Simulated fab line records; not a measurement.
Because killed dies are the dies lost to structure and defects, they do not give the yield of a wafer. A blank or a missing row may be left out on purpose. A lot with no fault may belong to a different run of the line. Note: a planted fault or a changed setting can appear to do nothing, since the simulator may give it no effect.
Chamber matching ; flow n5Finfet ; 4 sister chambers for N5_MIM_TOP_ALD_00 on aldHk-03
The step deposits Al2O3, purge time 3 s, co reactant pulse time 3 s. 4 wafers are shown with their chamber, then 8 later ones without.

## WAFERS WITH THEIR CHAMBER
wafer;chamber;precursorPulseHeightRel
L081.6;0;0.983
L083.4;1;0.988
L085.1;2;0.995
L088.1;3;0.998

## WAFERS MISSING THEIR CHAMBER
wafer;precursorPulseHeightRel
L088.2;0.998
L088.4;1.014
L096.1;0.985
L096.5;1.035
L096.6;0.978
L097.1;1.004
L097.2;1.032
L097.6;0.976

## WHICH CHAMBER EACH WENT THROUGH
wafer;from the rows above;in truth
L088.2;can't be placed: 3 or 2 or 1 or 0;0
L088.4;can't be placed: 3 or 2 or 1 or 0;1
L096.1;can't be placed: 0 or 1 or 2 or 3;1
L096.5;can't be placed: 3 or 2 or 1 or 0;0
L096.6;can't be placed: 0 or 1 or 2 or 3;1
L097.1;can't be placed: 3 or 2 or 1 or 0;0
L097.2;can't be placed: 3 or 2 or 1 or 0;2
L097.6;can't be placed: 0 or 1 or 2 or 3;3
Correct placement for 0 of the 8. Cannot be placed on the basis of these rows: 8; the candidates contain the true chamber in 8. Placed wrongly: 0.
How it was worked out, from the rows above alone: a wafer's distance from a chamber is the root of the sum, over the readings, of the square of ((its reading less the chamber's mean) divided by the reading's scatter). The wafer belongs to the nearest chamber; if the next one is less than 2 further off, it can't be placed. Each chamber's mean is taken over the wafers shown for it. The scatter: with one shown wafer a chamber, the root of the mean of the squares of how far each hidden wafer lies from its nearest shown one.
